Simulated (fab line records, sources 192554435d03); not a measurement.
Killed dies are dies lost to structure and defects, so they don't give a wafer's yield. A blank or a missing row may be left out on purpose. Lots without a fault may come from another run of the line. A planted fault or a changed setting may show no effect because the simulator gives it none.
Chamber matching | flow n5_finfet | N5_SD_EPI_N_SD_RECESS_17 on rie_si-05: 4 sister chambers
The step chemistry HBr/Cl2/O2, target depth 41 nm, time 23.7 s, bt time 3 s. 14 wafers are shown with their chamber, then 7 later ones without.

WAFERS WITH THEIR CHAMBER
wafer  | chamber | drypump_motor_current_A (A) | throttle_valve_pct (%) | oes_product_au (a.u.)
L397.1 | 3       | 5.8                         | 37.31                  | 1.019
L397.3 | 2       | 5.2                         | 36.98                  | 1.021
L397.5 | 3       | 5.8                         | 37.29                  | 1.014
L403.1 | 3       | 5.8                         | 37.30                  | 1.023
L403.4 | 1       | 6.5                         | 36.99                  | 1.011
L403.6 | 2       | 5.2                         | 37.00                  | 1.012
L406.1 | 2       | 5.1                         | 36.99                  | 1.020
L406.4 | 0       | 5.5                         | 36.60                  | 0.991
L406.5 | 2       | 5.2                         | 36.99                  | 1.006
L409.3 | 1       | 6.5                         | 37.02                  | 1.007
L409.4 | 2       | 5.2                         | 36.99                  | 1.010
L409.5 | 3       | 5.8                         | 37.30                  | 1.009
L410.2 | 0       | 5.5                         | 36.62                  | 0.986
L410.4 | 2       | 5.2                         | 37.00                  | 1.022

SIGNATURES (means of the wafers above)
reading                 | chamber 0 | chamber 1 | chamber 2 | chamber 3 | scatter within a chamber
drypump_motor_current_A | 5.500     | 6.500     | 5.183     | 5.800     | 0.0289
throttle_valve_pct      | 36.6100   | 37.0050   | 36.9917   | 37.3000   | 0.0106
oes_product_au          | 0.98850   | 1.00900   | 1.01517   | 1.01625   | 0.00597
Rule: a wafer's distance from a chamber is the root of the sum, over the readings, of the square of ((its reading less the chamber's mean) divided by the reading's scatter). The wafer belongs to the nearest chamber; if the next one is less than 2 further off, it can't be placed. The scatter: the root of (the sum of the squares of (reading less its chamber's mean) over the shown wafers, divided by (wafers less chambers)).

WAFERS WITHOUT THEIR CHAMBER
wafer  | drypump_motor_current_A (A) | throttle_valve_pct (%) | oes_product_au (a.u.)
L410.6 | 5.5                         | 36.59                  | 0.993
L411.3 | 6.5                         | 37.00                  | 1.016
L411.5 | 5.2                         | 36.98                  | 1.022
L411.6 | 5.8                         | 37.30                  | 1.023
L413.1 | 5.9                         | 37.31                  | 1.019
L413.4 | 5.2                         | 36.98                  | 1.019
L413.6 | 5.1                         | 36.99                  | 1.014

WHICH CHAMBER EACH WENT THROUGH
wafer  | from the rows above | in truth
L410.6 | 0                   | 0
L411.3 | 1                   | 1
L411.5 | 2                   | 2
L411.6 | 3                   | 3
L413.1 | 3                   | 3
L413.4 | 2                   | 2
L413.6 | 2                   | 2
Placed correctly: 7 of 7. Can't be placed from these rows: 0. Placed wrongly: 0.
